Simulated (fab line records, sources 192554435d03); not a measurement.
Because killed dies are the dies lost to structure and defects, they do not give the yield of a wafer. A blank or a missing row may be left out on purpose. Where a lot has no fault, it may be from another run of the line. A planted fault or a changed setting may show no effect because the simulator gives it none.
Matching of chambers || flow n5Finfet || cvdCo-02 running N5_MOL_CONTACT_COAG_CO_FILL_22: 3 sister chambers
The step material Co, precursor CCTBA/H2, target thk 20 nm. 3 wafers are shown with their chamber, then 7 later ones without.

== WAFERS PAIRED WITH THEIR CHAMBERS ==
{"wafer": "L800.5", "chamber": 0, "heaterPowerW (W)": 266}
{"wafer": "L804.2", "chamber": 1, "heaterPowerW (W)": 258}
{"wafer": "L804.3", "chamber": 2, "heaterPowerW (W)": 293}

== WAFERS WITH NO CHAMBER GIVEN ==
{"wafer": "L804.4", "heaterPowerW (W)": 296}
{"wafer": "L809.1", "heaterPowerW (W)": 266}
{"wafer": "L809.3", "heaterPowerW (W)": 300}
{"wafer": "L809.5", "heaterPowerW (W)": 291}
{"wafer": "L811.2", "heaterPowerW (W)": 290}
{"wafer": "L811.3", "heaterPowerW (W)": 259}
{"wafer": "L811.5", "heaterPowerW (W)": 294}

== WHICH CHAMBER EACH WENT THROUGH ==
{"wafer": "L804.4", "from the rows above": 2, "in truth": 2}
{"wafer": "L809.1", "from the rows above": 0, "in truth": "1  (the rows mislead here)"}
{"wafer": "L809.3", "from the rows above": 2, "in truth": 2}
{"wafer": "L809.5", "from the rows above": 2, "in truth": 2}
{"wafer": "L811.2", "from the rows above": 2, "in truth": 2}
{"wafer": "L811.3", "from the rows above": "can't be placed: 1 or 0", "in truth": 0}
{"wafer": "L811.5", "from the rows above": 2, "in truth": 2}
Correct placement for 5 of the 7. Cannot be placed on the basis of these rows: 1; the candidates contain the true chamber in 1. Wrongly placed: 1.
How it was worked out, from the rows above alone: a wafer's distance from a chamber is the root of the sum, over the readings, of the square of ((its reading less the chamber's mean) divided by the reading's scatter). The wafer belongs to the nearest chamber; if the next one is less than 2 further off, it can't be placed. For every chamber, the mean is computed from those of its wafers that are shown. The scatter: with one shown wafer a chamber, the root of the mean of the squares of how far each hidden wafer lies from its nearest shown one.
